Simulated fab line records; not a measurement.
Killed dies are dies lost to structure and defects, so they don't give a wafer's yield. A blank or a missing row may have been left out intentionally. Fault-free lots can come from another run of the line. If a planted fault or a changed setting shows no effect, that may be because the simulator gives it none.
8D (eight disciplines) problem report, filled in by code ; flow n5_finfet ; the parts of the form that need people (team, actions taken, sign-off) are left out

## 1. WHAT WENT WRONG
cd_nm at N5_BEOL_M9_CD_MEAS_28 reads a mean of 64.48 nm on 6 wafers of 2 lots; wafers without a fault read 69.93 nm with a standard deviation of 0.24. Relative to the usual mean, that is a shift of -23 standard deviations.
The step: target cd 70 nm.
Earliest sighting: wafer L280.2 on cd_sem-02 at day 14 02:13. The record holds 27 wafers of 9 lots with a number at this step. Rule for "out" (also "out of limits"): further than 4 standard deviations from the usual mean. All remaining wafers that have a number are taken as sound.

## 2. WHAT IT IS; WHAT IT IS NOT
question;is;is not
which readings at this step;cd_nm;-
which lots;L280, L281;L264, L265, L266, L269, L271, L273, L282
which wafers of those lots;all that have a number;-
read on which gauges;cd_sem-02;cd_sem-03
when;from day 14 02:13;"up to then (18 sound wafers); but 3 sound wafers of L282 came after"

## 3. WHAT RULES OUT EACH SUSPECT
Counting: a tool stays on the suspect list if, at a process step up to the reading, it processed all lots that are out and no sound lot following the first of them.
- the gauge at N5_BEOL_M9_CD_MEAS_28 has been ruled out. All the wafers that are out were read on cd_sem-02, but those of them that N5_BEOL_M9_EXPOSE_25 has rows for are out there too, on other tools.
- rie_diel-04 at N5_BEOL_M9_STRIP_19 (strips in O2): kept. All lots that are out passed through it, beginning with L280 at day 14 00:26, and no sound lot followed; its final sound lot before that point was L265 at day 9 10:34.
- euv_scanner-02 at N5_BEOL_M9_EXPOSE_25 (exposes mask V8): kept. All lots that are out passed through it, beginning with L280 at day 14 02:05, and no sound lot followed; its final sound lot before that point was L273 at day 11 11:06. Out on those wafers are its own readings of exposure_dose_mJ_cm2.
After counting, rie_diel-04 at N5_BEOL_M9_STRIP_19 and euv_scanner-02 at N5_BEOL_M9_EXPOSE_25 remain.

## 4. THE CAUSE (what the simulator had put in)
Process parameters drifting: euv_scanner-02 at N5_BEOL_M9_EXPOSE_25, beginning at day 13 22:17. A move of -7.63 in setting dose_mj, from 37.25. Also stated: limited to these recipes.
Counting leaves 2 suspects; this tool is one of them.

## 5. SEQUENCE OF EFFECTS, ordered by route
Rows list readings where the struck wafers' mean (over those with a number) sits beyond 3 standard deviations from the usual. Only readings whose record carries a usual standard deviation are examined. hours: median over the lots of the time between each lot's start at the first step of this table that gives one and its start at this step. sigmas: the change, counted in usual standard deviations.
hours;step;reading;usual;on struck wafers;change;sigmas
0;N5_BEOL_M9_EXPOSE_25;exposure_dose_mJ_cm2;37.21;30.34;-6.87;-99 or more
0;N5_BEOL_M9_CD_MEAS_28;cd_nm;69.93 nm;64.48;-5.45;-23
Process steps it contains:
- N5_BEOL_M9_EXPOSE_25: exposes mask V8.

## 6. HOW IT WOULD HAVE BEEN CAUGHT EARLIER
4 hours passed between the start of the fault at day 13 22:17 and the first reading out of limits at a measuring or inspecting step in this record, taken at day 14 02:13.
Tool's own readings at N5_BEOL_M9_EXPOSE_25, exposure_dose_mJ_cm2: out on all struck wafers the step has rows for; an alarm limit on them would have tripped on the first.
Lots out: 2; of these, L281 started N5_BEOL_M9_EXPOSE_25 on euv_scanner-02 after day 14 02:13. A tool hold placed at that time would have kept it from harm.
